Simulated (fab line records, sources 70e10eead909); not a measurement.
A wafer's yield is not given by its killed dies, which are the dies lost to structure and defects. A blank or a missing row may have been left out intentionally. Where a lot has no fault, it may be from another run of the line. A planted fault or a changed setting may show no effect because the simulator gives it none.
Chamber matching / flow nand-harc / rie-diel-01 running NHARC_A_STAIRCASE_DESCUM_291: 4 sister chambers
The step chemistry O2, time 3 s. 4 wafers are shown with their chamber, then 8 later ones without.

## WAFERS WITH THEIR CHAMBER
wafer=L088.4; chamber=3; showerhead-plenum-p-Torr (Torr)=1.84
wafer=L089.3; chamber=2; showerhead-plenum-p-Torr (Torr)=1.77
wafer=L090.1; chamber=1; showerhead-plenum-p-Torr (Torr)=1.92
wafer=L091.1; chamber=0; showerhead-plenum-p-Torr (Torr)=2.06

## WAFERS MISSING THEIR CHAMBER
wafer=L091.2; showerhead-plenum-p-Torr (Torr)=1.84
wafer=L091.3; showerhead-plenum-p-Torr (Torr)=1.92
wafer=L096.1; showerhead-plenum-p-Torr (Torr)=1.92
wafer=L096.3; showerhead-plenum-p-Torr (Torr)=2.07
wafer=L096.6; showerhead-plenum-p-Torr (Torr)=1.83
wafer=L095.3; showerhead-plenum-p-Torr (Torr)=2.07
wafer=L095.4; showerhead-plenum-p-Torr (Torr)=2.05
wafer=L095.6; showerhead-plenum-p-Torr (Torr)=1.83

## WHICH CHAMBER EACH ONE RAN IN
wafer=L091.2; from the rows above=3; in truth=3
wafer=L091.3; from the rows above=1; in truth=1
wafer=L096.1; from the rows above=1; in truth=1
wafer=L096.3; from the rows above=0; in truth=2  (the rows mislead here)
wafer=L096.6; from the rows above=3; in truth=3
wafer=L095.3; from the rows above=0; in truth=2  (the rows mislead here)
wafer=L095.4; from the rows above=0; in truth=0
wafer=L095.6; from the rows above=3; in truth=3
Placed correctly: 6 of 8. Can't be placed from these rows: 0. Wrongly placed: 2.
How it was worked out, from the rows above alone: a wafer's distance from a chamber is the root of the sum, over the readings, of the square of ((its reading less the chamber's mean) divided by the reading's scatter). The wafer belongs to the nearest chamber; if the next one is less than 2 further off, it can't be placed. A chamber's mean is the mean of its shown wafers. The scatter: root of mean squared gap, hidden wafer to nearest shown wafer, with one shown wafer a chamber.
